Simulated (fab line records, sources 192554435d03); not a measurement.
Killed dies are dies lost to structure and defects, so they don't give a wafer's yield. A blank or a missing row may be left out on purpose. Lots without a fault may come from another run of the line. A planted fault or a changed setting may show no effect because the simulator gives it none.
fab line records | flow n5_finfet
record lots=10 wafers=29 last_day=19
route steps=1938 shown BEOL_M1@825 BEOL_M2@843 BEOL_M4@1111 PASSIVATION@1936
lots that met no fault: from a run of the same line without faults
start_h: hours from the record's first day to the start of the lot's first wafer shown | wait_h: hours since the lot's step before | " the same as in the row above | L1.1+2: a row that stands for several wafers | - no value, or no start given | * or withheld: withheld | < > ~ a bound
route shown NAME@n: a module of which the file shows steps, and the number in the route of the first | usual: mean/standard deviation of fault-free wafers | same: alike in all rows | chamber/n: place in a boat | sites: the reading at each site | _std_site: their standard deviation | _edge_site: outer sites' mean less inner sites' | radius_mm: how far each site lies from the wafer's centre | mask NAME#n: copy n | behind: the tool/chamber that last shaped the wafer | hold: why the lot was held/for how many hours/how that ended | device: the transistor (n, p or np) that didn't switch | end of line: the same wafers' tests at the end of the route | a step without rows: its recipe alone | killed: dies lost to structure and defects at the first sort, not the wafer's yield | map: a wafer's dies, x killed, . not, _ none there
set.NAME: the setting as run; set.NAME@STEP: as run at that earlier step | model.NAME: the simulator's own value behind a step, which no gauge read
steps of the route over a sample of lots; a table a step, a row a wafer
services: from which hour (start_h, from the record's first day; less than 0 if before it) a tool's chamber was out of use, for how many hours, and why
## steps
# step N5_BEOL_M1_ANNEAL_91
# recipe temp_c=400 time_s=240 ambient=vacuum
# usual heater_power_w=812/72 susceptor_temp_C=400.03/0.22 susceptor_temp_C_max=400.9/0.3
# columns lot.wafer tool chamber start_h wait_h heater_power_w susceptor_temp_C susceptor_temp_C_max
L613.1 pvd_sputter-03 - 148.51 0.0 892 400.34 401.0
L613.2 " - " " 727 400.12 401.3
L613.6 " - " " 887 400.16 401.2
L612.2 pvd_sputter-01 - 150.44 0.0 656 400.28 401.1
L612.3 " - " " 878 400.11 401.3
L612.5 " - " " 688 399.92 400.6
L617.1 pvd_sputter-03 - 167.41 0.0 737 400.00 400.8
L617.4 " - " " 863 400.16 401.5
L617.6 " - " " 791 400.23 400.9
L619.1 pvd_sputter-02 - 170.67 0.0 893 399.71 401.2
L619.3 " - " " 778 399.94 401.5
L619.6 " - " " 801 400.09 401.0
L622.1 pvd_sputter-01 - 191.45 0.0 699 399.80 400.4
L622.5 " - " " 846 400.05 401.1
L622.6 " - " " 758 400.06 401.2
L623.1 pvd_sputter-01 - 199.74 0.0 742 399.91 401.3
L623.4 " - " " 884 399.70 400.6
L624.1 pvd_sputter-01 - 208.81 0.0 828 400.28 400.9
L624.2 " - " " 759 399.51 400.4
L624.4 " - " " 671 399.92 400.6
L625.1 pvd_sputter-03 - 237.98 0.0 868 399.33 400.5
L625.5 " - " " 721 400.40 401.5
L625.6 " - " " 859 399.73 400.7
L634.1 pvd_sputter-01 - 270.16 0.0 696 400.19 400.8
L634.5 " - " " 784 400.04 400.9
L634.6 " - " " 845 400.10 400.9
L635.1 pvd_sputter-02 - 277.59 0.0 951 399.69 400.5
L635.3 " - " " 782 400.07 400.8
L635.5 " - " " 792 399.72 401.0
# step N5_BEOL_M1_PRE_CLEAN_56
# recipe gas=NH3 time_s=15 temp_c=withheld rf_power_w=300
# columns lot.wafer tool chamber start_h wait_h since_wet_clean_h
L613.1 pecvd-04 1 150.05 0.1 1398
L613.2 " 0 " " 673
L613.6 " 2 " " -
L612.2 pecvd-04 0 151.98 0.1 675
L612.3 " 1 " " 1400
L612.5 " 0 " " -
L617.1 pecvd-04 1 168.95 0.1 1417
L617.4 " 2 " " -
L617.6 " 1 " " -
L619.1 pecvd-04 2 172.20 0.1 533
L619.3 " 1 " " 1420
L619.6 " 1 " " -
L622.1 pecvd-04 1 193.12 0.1 1441
L622.5 " 0 " " -
L622.6 " 2 " " -
L623.1 pecvd-02 2 201.31 0.1 514
L623.4 " 1 " " -
L624.1 pecvd-04 1 210.35 0.1 1458
L624.2 " 0 " " 733
L624.4 " 0 " " -
L625.1 pecvd-03 0 239.52 0.1 943
L625.5 " 0 " " -
L625.6 " 1 " " -
L634.1 pecvd-02 0 272.39 0.1 1339
L634.5 " 0 " " -
L634.6 " 1 " " -
L635.1 pecvd-02 1 279.13 0.1 2071
L635.3 " 0 " " 1346
L635.5 " 2 " " -
# step N5_BEOL_M1_RS_MEAS_58
# recipe thk_meas_gauge=four-point-probe reads=Co_of_BEOL_M1_CO_CAP_55+Cu_of_BEOL_M1_ECD_50+Co_of_BEOL_M1_CVD_47+TaN_of_BEOL_M1_ALD_84
# usual M1_RS=0.67/0.032
# columns lot.wafer tool chamber start_h wait_h M1_RS[ohm/sq]
L613.1 film_metro-02 - 150.14 0.0 0.67
L613.2 " - " " 0.66
L613.6 " - " " 0.65
L612.2 film_metro-02 - 152.07 0.1 0.72
L612.3 " - " " 0.65
L612.5 " - " " 0.65
L617.1 film_metro-01 - 169.04 0.0 0.67
L617.4 " - " " 0.63
L617.6 " - " " 0.62
L619.1 film_metro-01 - 172.29 0.0 0.71
L619.3 " - " " 0.68
L619.6 " - " " 0.68
L622.1 film_metro-01 - 193.21 0.0 0.62
L622.5 " - " " 0.62
L622.6 " - " " 0.60
L623.1 film_metro-02 - 201.40 0.0 0.72
L623.4 " - " " 0.65
L624.1 film_metro-02 - 210.45 0.1 0.68
L624.2 " - " " 0.67
L624.4 " - " " 0.64
L625.1 film_metro-02 - 239.61 0.0 0.62
L625.5 " - " " 0.69
L625.6 " - " " 0.66
L634.1 film_metro-02 - 272.48 0.0 0.72
L634.5 " - " " 0.69
L634.6 " - " " 0.64
L635.1 film_metro-01 - 279.22 0.0 0.66
L635.3 " - " " 0.66
L635.5 " - " " 0.64
# step N5_BEOL_M1_INSPECT_59
# recipe inspect_instrument=darkfield mode=post_dep
# usual raw_defect_count=76/23
# columns lot.wafer tool chamber start_h wait_h raw_defect_count
L613.1 defect_inspect-01 - 150.17 0.0 136
L613.2 " - " " 60
L613.6 " - " " 34
L612.2 defect_inspect-02 - 152.10 0.0 49
L612.3 " - " " 67
L612.5 " - " " 97
L617.1 defect_inspect-01 - 169.06 0.0 56
L617.4 " - " " 60
L617.6 " - " " 65
L619.1 defect_inspect-01 - 172.32 0.0 91
L619.3 " - " " 151
L619.6 " - " " 89
L622.1 defect_inspect-01 - 193.24 0.0 612
L622.5 " - " " 568
L622.6 " - " " 586
L623.1 defect_inspect-01 - 201.43 0.0 70
L623.4 " - " " 88
L624.1 defect_inspect-02 - 210.47 0.0 587
L624.2 " - " " 645
L624.4 " - " " 577
L625.1 defect_inspect-02 - 239.64 0.0 57
L625.5 " - " " 27
L625.6 " - " " 57
L634.1 defect_inspect-02 - 272.51 0.0 79
L634.5 " - " " 84
L634.6 " - " " 76
L635.1 defect_inspect-01 - 279.24 0.0 51
L635.3 " - " " 152
L635.5 " - " " 103
# step N5_BEOL_M2_PECVD_72
# recipe material=SiO2 target_thk_a=160 temp_c=400 precursor=TEOS/O2 pressure_torr=5.5 rf_w=450 teos_flow_sccm=53.8 gas=O2 flow_sccm=3000 time_s=18
# usual heater_power_outer_w=429/60 heater_power_w=723/97 showerhead_plenum_p_Torr=8.75/0.071 susceptor_temp_C=400.00/0.2 throttle_valve_pct=21.8/0.71
# columns lot.wafer tool chamber start_h wait_h heater_power_outer_w heater_power_w showerhead_plenum_p_Torr since_wet_clean_h susceptor_temp_C throttle_valve_pct
L613.1 pecvd-03 2 150.31 0.0 432 780 8.62 95 400.53 21.7
L613.2 " 1 " " 533 913 8.78 1579 400.25 22.1
L613.6 " 1 " " 517 887 8.76 - 399.93 21.8
L612.2 pecvd-01 2 152.24 0.0 391 644 8.71 283 400.00 21.6
L612.3 " 2 " " 388 628 8.69 - 399.81 21.6
L612.5 " 1 " " 421 711 8.75 - 399.73 22.8
L617.1 pecvd-02 2 169.20 0.0 525 874 8.82 482 399.96 21.3
L617.4 " 0 " " 470 812 8.76 - 400.05 22.2
L617.6 " 1 " " 435 696 8.78 - 399.81 21.6
L619.1 pecvd-02 0 172.46 0.0 468 824 8.76 1239 400.18 22.1
L619.3 " 2 " " 470 802 8.85 485 399.99 21.4
L619.6 " 2 " " 475 787 8.81 - 399.71 21.3
L622.1 pecvd-02 0 193.38 0.0 401 736 8.77 1260 400.02 22.3
L622.5 " 0 " " 402 737 8.77 - 400.13 22.2
L622.6 " 2 " " 569 922 8.81 - 399.76 21.4
L623.1 pecvd-02 1 201.57 0.0 421 692 8.77 1993 400.03 21.7
L623.4 " 1 " " 421 701 8.77 - 399.76 21.8
L624.1 pecvd-03 2 210.63 0.0 393 714 8.62 155 400.14 21.5
L624.2 " 0 " " 434 681 8.72 915 399.74 21.8
L624.4 " 2 " " 400 733 8.62 - 399.88 21.5
L625.1 pecvd-03 0 239.78 0.0 453 700 8.73 944 399.98 21.7
L625.5 " 0 " " 460 677 8.72 - 400.11 21.8
L625.6 " 2 " " 402 744 8.62 - 399.50 21.5
L634.1 pecvd-01 1 272.65 0.0 421 724 8.72 1883 400.09 22.9
L634.5 " 0 " " 439 752 8.87 - 400.00 20.3
L634.6 " 1 " " 416 719 8.72 - 399.90 22.7
L635.1 pecvd-01 1 279.40 0.0 369 637 8.71 1890 399.58 23.0
L635.3 " 0 " " 483 843 8.89 1165 400.33 20.5
L635.5 " 0 " " 497 786 8.89 - 400.42 20.5
# step N5_BEOL_M2_INSPECT_13
# recipe mode=adi inspect_instrument=brightfield
# usual raw_defect_count=452/95
# columns lot.wafer tool chamber start_h wait_h raw_defect_count
L613.1 defect_inspect-01 - 153.09 0.1 660
L613.2 " - " " 354
L613.6 " - " " 248
L612.2 defect_inspect-02 - 153.39 0.0 331
L612.3 " - " " 458
L612.5 " - " " 500
L617.1 defect_inspect-01 - 169.91 0.1 364
L617.4 " - " " 400
L617.6 " - " " 436
L619.1 defect_inspect-01 - 173.26 0.1 438
L619.3 " - " " 466
L619.6 " - " " 423
L622.1 defect_inspect-01 - 197.70 0.1 1051
L622.5 " - " " 993
L622.6 " - " " 1071
L623.1 defect_inspect-01 - 204.38 0.1 467
L623.4 " - " " 442
L624.1 defect_inspect-02 - 211.65 0.1 895
L624.2 " - " " 946
L624.4 " - " " 837
L625.1 defect_inspect-01 - 240.86 0.1 426
L625.5 " - " " 635
L625.6 " - " " 580
L634.1 defect_inspect-01 - 275.43 0.1 476
L634.5 " - " " 434
L634.6 " - " " 460
L635.1 defect_inspect-02 - 281.97 0.1 309
L635.3 " - " " 476
L635.5 " - " " 342
# step N5_BEOL_M4_RC_MEAS_101
# usual DIBL_N=36.5/1.9 DIBL_P=36.4/2.2 IOFF_N=0.17/0.034 IOFF_P=0.21/0.036 ION_N=678/12 ION_P=462/7.1 SS_N=71.7/0.61 SS_P=73.4/0.71 VT_N=249/3.5 VT_P=-251/3
# columns lot.wafer tool chamber start_h wait_h DIBL_N[mV/V] DIBL_P[mV/V] IOFF_N[nA/um] IOFF_P[nA/um] ION_N[uA/um] ION_P[uA/um] SS_N[mV/dec] SS_P[mV/dec] VT_N[mV] VT_P[mV]
L613.1 prober-02 0 185.35 0.0 37.6 37.9 0.16 0.23 671 455 71.6 73.9 248 -250
L613.2 " 0 " " 40.3 40.5 0.23 0.27 691 471 71.8 75.4 243 -247
L613.6 " 0 " " 36.1 35.1 0.15 0.18 666 453 70.9 73.0 251 -253
L612.2 prober-01 0 185.84 0.2 37.7 37.9 0.21 0.25 689 467 72.5 74.7 244 -249
L612.3 " 0 " " 36.6 37.3 0.18 0.23 679 465 71.9 74.8 248 -250
L612.5 " 0 " " 37.5 37.5 0.19 0.23 683 461 72.7 73.5 246 -251
L617.1 prober-02 0 209.41 0.0 38.1 38.5 0.20 0.25 687 464 71.9 73.6 246 -249
L617.4 " 0 " " 35.4 33.8 0.14 0.18 670 456 71.4 72.7 251 -252
L617.6 " 0 " " 39.0 39.9 0.22 0.28 688 473 72.3 74.6 245 -248
L619.1 prober-02 0 238.07 0.0 34.9 34.9 0.15 0.20 681 470 71.3 73.2 247 -250
L619.3 " 0 " " 35.3 33.9 0.15 0.19 666 458 71.8 72.7 249 -248
L619.6 " 0 " " 34.3 33.7 0.14 0.19 667 469 71.0 72.7 250 -253
L622.1 prober-02 0 254.45 0.0 34.8 36.8 0.14 0.22 680 472 71.0 72.4 249 -247
L622.5 " 0 " " 35.9 37.5 0.16 0.22 672 464 72.0 72.7 249 -249
L622.6 " 0 " " 38.4 41.5 0.22 0.30 706 483 72.2 73.6 243 -243
L623.1 prober-02 0 274.55 0.0 35.0 34.6 0.12 0.17 667 456 71.5 72.6 256 -254
L623.4 " 0 " " 35.8 35.2 0.13 0.18 664 452 71.1 72.2 254 -252
L624.1 prober-01 0 276.51 0.0 38.7 36.9 0.17 0.20 686 460 71.9 73.5 248 -252
L624.2 " 0 " " 37.4 35.4 0.15 0.18 657 455 71.2 73.8 254 -254
L624.4 " 0 " " 39.8 39.0 0.20 0.24 690 466 72.5 74.3 249 -252
L625.1 prober-01 0 289.49 0.0 37.5 36.2 0.16 0.18 668 446 72.7 73.4 253 -259
L625.5 " 0 " " 38.6 39.0 0.19 0.22 682 451 71.7 73.4 247 -252
L625.6 " 0 " " 37.2 37.2 0.16 0.19 672 452 72.5 73.2 254 -253
L634.1 prober-01 0 333.86 0.0 33.3 33.5 0.13 0.15 663 460 71.1 72.2 250 -253
L634.5 " 0 " " 37.5 38.2 0.19 0.21 677 459 72.0 73.9 248 -250
L634.6 " 0 " " 36.8 36.7 0.18 0.20 680 460 71.3 73.4 244 -252
L635.1 prober-01 0 347.71 0.0 36.4 35.3 0.16 0.21 669 459 71.8 73.7 250 -250
L635.3 " 0 " " 34.1 32.6 0.13 0.17 673 464 71.4 72.4 253 -253
L635.5 " 0 " " 34.1 32.6 0.13 0.18 676 466 71.1 73.0 251 -252
# step N5_PASSIVATION_PROBE_49
# usual defect_limited_yield=91.0/1.5 killed_at_M0_to_M3=35/11 killed_at_M4_up=13/5 killed_at_contacts=12/5.9 killed_at_front_end=42/13 killed_at_other=3/3.2 killed_dies=106/18 killed_open=69/13 killed_short=35/8.9 sort_bin_5_function=5.2/0.95 sort_bin_6_memory=3.3/0.71 sort_n_pass=1074/18 sort_yield_pct=91.0/1.5
# same gross_dies=1180 killed_at_back_side=0 sort_bin_4_leakage[%]=0 sort_bin_8_speed[%]=0
# columns lot.wafer tool chamber start_h wait_h defect_limited_yield[%] killed_at_M0_to_M3 killed_at_M4_up killed_at_contacts killed_at_front_end killed_at_other killed_dies killed_open killed_short sort_bin_5_function[%] sort_bin_6_memory[%] sort_n_pass sort_yield_pct[%]
L622.1 prober-01 - 366.84 0.0 82.5 151 19 6 25 6 207 46 34 11.5 3.7 973 82.5
L622.5 prober-01 - 367.04 0.2 86.5 100 18 4 36 1 159 57 23 8.1 3.6 1021 86.5
L622.6 prober-01 - 367.09 0.3 83.1 142 15 2 37 4 200 64 21 12.0 3.5 980 83.1
L624.1 prober-02 - 377.11 0.1 82.2 140 21 10 34 5 210 65 30 11.4 4.5 970 82.2
L624.2 prober-02 - 377.16 0.2 83.4 112 10 21 42 11 196 75 42 10.0 4.4 984 83.4
L624.4 prober-02 - 377.26 0.3 83.9 109 23 15 39 4 190 70 39 9.7 4.5 990 83.9
# killed by level:class
L622.1 BEOL_M1:unspecified=123 BEOL_M0_SAQP:geometric_particle:short=11 BEOL_M4:geometric_particle:open=9 BEOL_M0_SAQP:geometric_particle:open=5 FIN_SAQP:geometric_particle:open=4 STI_FIN_REVEAL:geometric_particle:open=4 GATE_CUT:geometric_particle:short=4 MOL_CONTACT_COAG:geometric_particle:open=4
L622.5 BEOL_M1:unspecified=76 BEOL_M3:geometric_particle:open=11 FIN_SAQP:geometric_particle:open=8 BEOL_M2:geometric_particle:open=8 BEOL_M4:geometric_particle:open=7 GATE_CUT:geometric_particle:short=4 MOL_CONTACT_COAG:geometric_particle:open=4 STARTING-WAFER:geometric_particle:open=4
L622.6 BEOL_M1:unspecified=115 DUMMY_GATE:geometric_particle:open=9 BEOL_M3:geometric_particle:open=9 STI_FIN_REVEAL:geometric_particle:open=8 BEOL_M4:geometric_particle:open=8 BEOL_M1:geometric_particle:open=4 GATE_CUT:geometric_particle:short=4 FIN_SAQP:geometric_particle:short=3
L624.1 BEOL_M1:unspecified=114 STI_FIN_REVEAL:geometric_particle:open=10 MOL_CONTACT_COAG:geometric_particle:open=10 BEOL_M0_SAQP:geometric_particle:open=8 BEOL_M0_SAQP:geometric_particle:short=7 FIN_SAQP:geometric_particle:short=5 FIN_SAQP:geometric_particle:open=5 GATE_CUT:geometric_particle:short=5
L624.2 BEOL_M1:unspecified=78 MOL_CONTACT_COAG:geometric_particle:open=15 STI_FIN_REVEAL:geometric_particle:open=11 GATE_CUT:geometric_particle:short=9 BEOL_M0_SAQP:geometric_particle:short=9 BEOL_M0_SAQP:geometric_particle:open=7 MOL_CONTACT_COAG:geometric_particle:short=6 BEOL_M4:geometric_particle:open=6
L624.4 BEOL_M1:unspecified=80 BEOL_M4:geometric_particle:open=10 MOL_CONTACT_COAG:geometric_particle:open=9 STI_FIN_REVEAL:geometric_particle:open=8 BEOL_M2:geometric_particle:open=8 BEOL_M3:geometric_particle:open=8 GATE_CUT:geometric_particle:short=7 FIN_SAQP:geometric_particle:short=6
## services
# columns tool chamber start_h hours kind
pvd_sputter-02 - 125.09 1.1 repair
pecvd-03 1 143.08 5.5 scheduled_down
pecvd-01 0 148.47 5.5 scheduled_down
pvd_sputter-03 - 157.03 5.4 repair
pecvd-02 2 194.10 5.5 scheduled_down
pecvd-02 - 203.84 3.3 repair
pecvd-02 0 207.51 13.8 repair
pecvd-03 0 211.56 3.5 repair
pecvd-03 - 222.51 6.0 pm
pvd_sputter-02 - 229.10 4.9 repair
pecvd-04 0 245.24 6.4 repair
pvd_sputter-01 - 264.67 2.1 repair
pecvd-03 1 278.44 12.3 repair
## key
first_sign step=N5_BEOL_M1_INSPECT_59 reading=raw_defect_count direction=up sigmas=23 usual=76 struck=596
effect step=N5_BEOL_M2_INSPECT_13 reading=raw_defect_count direction=up sigmas=5.4 usual=452 struck=966
effect step=N5_PASSIVATION_PROBE_49 reading=killed_at_M0_to_M3 direction=up sigmas=8.3 usual=35 struck=126
more_kills_born_at N5_BEOL_M1_PRE_CLEAN_56@pecvd-04=586
met_at N5_BEOL_M1_PRE_CLEAN_56
struck_lots L622,L624
not_acting_at N5_BEOL_M1_ANNEAL_91,N5_BEOL_M1_RS_MEAS_58,N5_BEOL_M2_PECVD_72
onset_between 172.20 193.12
fault kind=chamber_particle_source tool=pecvd-04 chamber=- onset_h=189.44 steps=N5_BEOL_M1_PRE_CLEAN_56 rate_per_visit_cm2=0.79233 end_h=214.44
